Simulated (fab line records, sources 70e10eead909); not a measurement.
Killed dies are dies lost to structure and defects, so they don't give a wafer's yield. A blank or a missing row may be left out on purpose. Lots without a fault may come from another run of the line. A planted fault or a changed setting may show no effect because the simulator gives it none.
fab line records | flow nand_harc | part 2 of 2: steps 30 to 40 of 40
record lots=5 wafers=15 last_day=32
route steps=1302 shown P_BONDPAD@379 A_START@389 A_ZERO_WELL@390 A_SOURCE_PLATE@413
lots that met no fault: from a run of the same line without faults
start_h: hours from the record's first day to the start of the lot's first wafer shown | wait_h: hours since the lot's step before | " the same as in the row above | L1.1+2: a row that stands for several wafers | - no value, or no start given | * or withheld: withheld | < > ~ a bound
route shown NAME@n: a module of which the file shows steps, and the number in the route of the first | usual: mean/standard deviation of fault-free wafers | same: alike in all rows | chamber/n: place in a boat | sites: the reading at each site | _std_site: their standard deviation | _edge_site: outer sites' mean less inner sites' | radius_mm: how far each site lies from the wafer's centre | mask NAME#n: copy n | behind: the tool/chamber that last shaped the wafer | hold: why the lot was held/for how many hours/how that ended | device: the transistor (n, p or np) that didn't switch | end of line: the same wafers' tests at the end of the route | a step without rows: its recipe alone | killed: dies lost to structure and defects at the first sort, not the wafer's yield | map: a wafer's dies, x killed, . not, _ none there
set.NAME: the setting as run; set.NAME@STEP: as run at that earlier step | model.NAME: the simulator's own value behind a step, which no gauge read
lots at some steps of the route; a table a step, a row a wafer
services: from which hour (start_h, from the record's first day; less than 0 if before it) a tool's chamber was out of use, for how many hours, and why
## steps
# step NHARC_A_ZERO_WELL_RTA_16
# recipe temp_c=1000 time_s=10
# usual lamp_power_pct=30.9/1.7 wafer_temp_C_max=1004.9/1.1
# columns lot.wafer tool chamber start_h wait_h lamp_power_pct wafer_temp_C_max
L078.3 rtp_anneal-02 0 181.92 - 32.7 1005.0
L078.4 " 0 " " 32.8 1005.4
L078.5 " 0 " " 32.8 1003.6
L080.3 rtp_anneal-02 0 200.72 - 32.7 1002.9
L080.5 " 0 " " 32.7 1004.7
L080.6 " 0 " " 32.7 1005.8
L083.1 rtp_anneal-02 0 232.65 - 32.7 1006.7
L083.5 " 0 " " 32.8 1003.8
L083.6 " 0 " " 32.7 1006.0
L087.4 rtp_anneal-02 0 270.02 - 32.7 1006.9
L087.5 " 0 " " 32.7 1003.3
L087.6 " 0 " " 32.7 1004.6
L094.2 rtp_anneal-01 0 342.37 - 29.2 1006.1
L094.3 " 0 " " 29.2 1005.5
L094.4 " 0 " " 29.2 1004.1
# step NHARC_A_ZERO_WELL_INSPECT_17
# usual raw_defect_count=11/6.4
# columns lot.wafer tool chamber start_h wait_h raw_defect_count
L078.3 defect_inspect-02 - 182.06 0.1 2
L078.4 " - " " 8
L078.5 " - " " 4
L080.3 defect_inspect-01 - 200.86 0.1 6
L080.5 " - " " 2
L080.6 " - " " 25
L083.1 defect_inspect-01 - 232.85 0.2 2
L083.5 " - " " 2
L083.6 " - " " 2
L087.4 defect_inspect-02 - 270.14 0.1 10
L087.5 " - " " 9
L087.6 " - " " 8
L094.2 defect_inspect-02 - 342.54 0.1 6
L094.3 " - " " 18
L094.4 " - " " 10
# step NHARC_A_SOURCE_PLATE_PRECLEAN_00
# recipe time_s=60 chemistry=HF-LAST
# columns lot.wafer tool chamber start_h wait_h
L078.3+4+5 wet_bench-04 1,2,3 182.12 0.1
L080.5+3+6 wet_bench-01 5,1,2 200.91 0.0
L083.6+5+1 wet_bench-01 0,3,5 232.90 0.0
L087.5+6+4 wet_bench-04 6,0,1 270.19 0.1
L094.4+2+3 wet_bench-04 0,1,3 342.60 0.1
# step NHARC_A_SOURCE_PLATE_SRD_01
# columns lot.wafer tool chamber start_h wait_h
L078.3+4+5 wet_bench-04 1,2,3 - -
L080.5+3+6 wet_bench-01 5,1,2 - -
L083.6+5+1 wet_bench-01 0,3,5 - -
L087.5+6+4 wet_bench-04 6,0,1 - -
L094.4+2+3 wet_bench-04 0,1,3 - -
# step NHARC_A_SOURCE_PLATE_OXIDE_02
# recipe target_thk_a=100 temp_c=900 ox_time_s=1362 material=SiO2
# usual tube_center_temp_C=900.01/0.074
# columns lot.wafer tool chamber start_h wait_h tube_center_temp_C
L078.3 furnace-03 0 185.31 - 899.98
L078.4 " 0 " " 900.06
L078.5 " 0 " " 899.99
L080.3 furnace-03 0 202.07 - 900.1
L080.5 " 0 " " 899.96
L080.6 " 0 " " 899.83
L083.1 furnace-03 0 236.09 - 900.01
L083.5 " 0 " " 899.95
L083.6 " 0 " " 900.02
L087.4 furnace-04 0 273.26 - 899.94
L087.5 " 0 " " 899.92
L087.6 " 0 " " 899.88
L094.2 furnace-03 0 345.78 - 899.98
L094.3 " 0 " " 899.97
L094.4 " 0 " " 900.05
# step NHARC_A_SOURCE_PLATE_THK_MEAS_09
# recipe thk_meas_gauge=ellipsometry
# usual thk_nm=10.0/1
# columns lot.wafer tool chamber start_h wait_h thk_nm
L078.3 film_metro-01 - 189.44 0.4 9.0
L078.4 " - " " 10.7
L078.5 " - " " 8.6
L080.3 film_metro-01 - 206.14 0.4 9.3
L080.5 " - " " 9.7
L080.6 " - " " 11.3
L083.1 film_metro-01 - 240.13 0.4 9.8
L083.5 " - " " 10.6
L083.6 " - " " 10.8
L087.4 film_metro-01 - 277.30 0.4 8.5
L087.5 " - " " 11.6
L087.6 " - " " 9.6
L094.2 film_metro-02 - 349.94 0.4 10.9
L094.3 " - " " 11.2
L094.4 " - " " 9.9
# step NHARC_A_SOURCE_PLATE_PVD_04
# recipe target_thk_a=500 material=WSi2
# columns lot.wafer tool chamber start_h wait_h
L078.3+4+5 pvd_sputter-02 - 189.51 0.1
L080.3+6+5 pvd_sputter-01 - 206.21 0.1
L083.1+6+5 pvd_sputter-02 - 240.30 0.2
L087.4+6+5 pvd_sputter-02 - 277.35 0.1
L094.3+4+2 pvd_sputter-02 - 350.01 0.1
# step NHARC_A_SOURCE_PLATE_CVD_03
# recipe target_thk_a=2000 temp_c=620 pressure_mtorr=200 time_s=4000 material=poly-Si
# usual tube_center_temp_C=620/0.055
# columns lot.wafer tool chamber start_h wait_h tube_center_temp_C
L078.3 lpcvd_poly-03 0 192.01 - 620.05
L078.4 " 0 " " 619.99
L078.5 " 0 " " 619.98
L080.3 lpcvd_poly-01 0 208.73 - 619.96
L080.5 " 0 " " 620.02
L080.6 " 0 " " 619.96
L083.1 lpcvd_poly-02 0 242.68 - 619.98
L083.5 " 0 " " 620
L083.6 " 0 " " 620.03
L087.4 lpcvd_poly-02 0 279.78 - 620.05
L087.5 " 0 " " 620.05
L087.6 " 0 " " 620.09
L094.2 lpcvd_poly-02 0 352.42 - 620.08
L094.3 " 0 " " 619.96
L094.4 " 0 " " 619.96
# step NHARC_A_SOURCE_PLATE_ANNEAL_05
# recipe temp_c=850 time_s=1800
# usual tube_center_temp_C=850.01/0.073
# columns lot.wafer tool chamber start_h wait_h tube_center_temp_C
L078.3 furnace-04 0 201.43 6.3 850.05
L078.4 " 0 " " 850.18
L078.5 " 0 " " 849.96
L080.3 furnace-04 0 218.15 6.3 850.09
L080.5 " 0 " " 850.02
L080.6 " 0 " " 849.87
L083.1 furnace-01 0 251.52 5.7 850.06
L083.5 " 0 " " 850.13
L083.6 " 0 " " 850.01
L087.4 furnace-01 0 286.90 4.1 849.91
L087.5 " 0 " " 849.96
L087.6 " 0 " " 850.01
L094.2 furnace-01 0 359.17 3.6 850.08
L094.3 " 0 " " 849.85
L094.4 " 0 " " 850.09
# step NHARC_A_SOURCE_PLATE_THK_MEAS_06
# recipe thk_meas_gauge=ellipsometry
# usual thk_nm=199.2/1.9
# columns lot.wafer tool chamber start_h wait_h thk_nm
L078.3 film_metro-02 - 205.33 0.4 200.1
L078.4 " - " " 202.6
L078.5 " - " " 200.7
L080.3 film_metro-02 - 222.10 0.4 200.9
L080.5 " - " " 200.5
L080.6 " - " " 198.9
L083.1 film_metro-01 - 255.43 0.4 200.9
L083.5 " - " " 199.3
L083.6 " - " " 199.8
L087.4 film_metro-01 - 290.96 0.4 196.2
L087.5 " - " " 200.4
L087.6 " - " " 200.8
L094.2 film_metro-02 - 363.07 0.4 197.1
L094.3 " - " " 198.3
L094.4 " - " " 196.1
# step NHARC_A_SOURCE_PLATE_INSPECT_08
# usual raw_defect_count=62/26
# columns lot.wafer tool chamber start_h wait_h raw_defect_count
L078.3 defect_inspect-02 - 205.41 0.0 58
L078.4 " - " " 57
L078.5 " - " " 41
L080.3 defect_inspect-01 - 222.17 0.0 81
L080.5 " - " " 69
L080.6 " - " " 115
L083.1 defect_inspect-02 - 255.51 0.0 58
L083.5 " - " " 21
L083.6 " - " " 27
L087.4 defect_inspect-01 - 291.02 0.0 96
L087.5 " - " " 54
L087.6 " - " " 60
L094.2 defect_inspect-02 - 363.16 0.0 170
L094.3 " - " " 77
L094.4 " - " " 84
## services
# columns tool chamber start_h hours kind
wet_bench-06 - 155.74 3.3 repair
wet_bench-06 - 193.60 8.0 pm
lpcvd_poly-02 - 206.00 26.0 pm
furnace-01 - 207.72 26.0 pm
rie_diel-05 1 219.47 2.8 repair
wet_bench-04 - 227.20 8.0 pm
rie_diel-05 - 229.64 9.0 pm
wet_bench-02 - 244.00 8.0 pm
rie_diel-05 0 245.66 4.3 repair
implanter-01 - 246.13 0.7 repair
litho_track-07 - 251.00 7.0 pm
wet_bench-05 - 260.80 8.0 pm
litho_track-03 - 275.00 7.0 pm
wet_bench-01 - 277.69 8.0 pm
pvd_sputter-02 - 282.00 10.0 pm
furnace-03 - 296.00 26.0 pm
wet_bench-08 - 297.71 8.0 pm
litho_track-05 - 299.00 7.0 pm
pvd_sputter-02 - 304.60 3.6 repair
wet_bench-10 - 311.20 8.0 pm
implanter-01 - 313.60 1.5 repair
rie_diel-05 2 322.97 4.2 repair
implanter-01 - 327.00 13.0 pm
rie_diel-05 3 342.70 2.7 repair
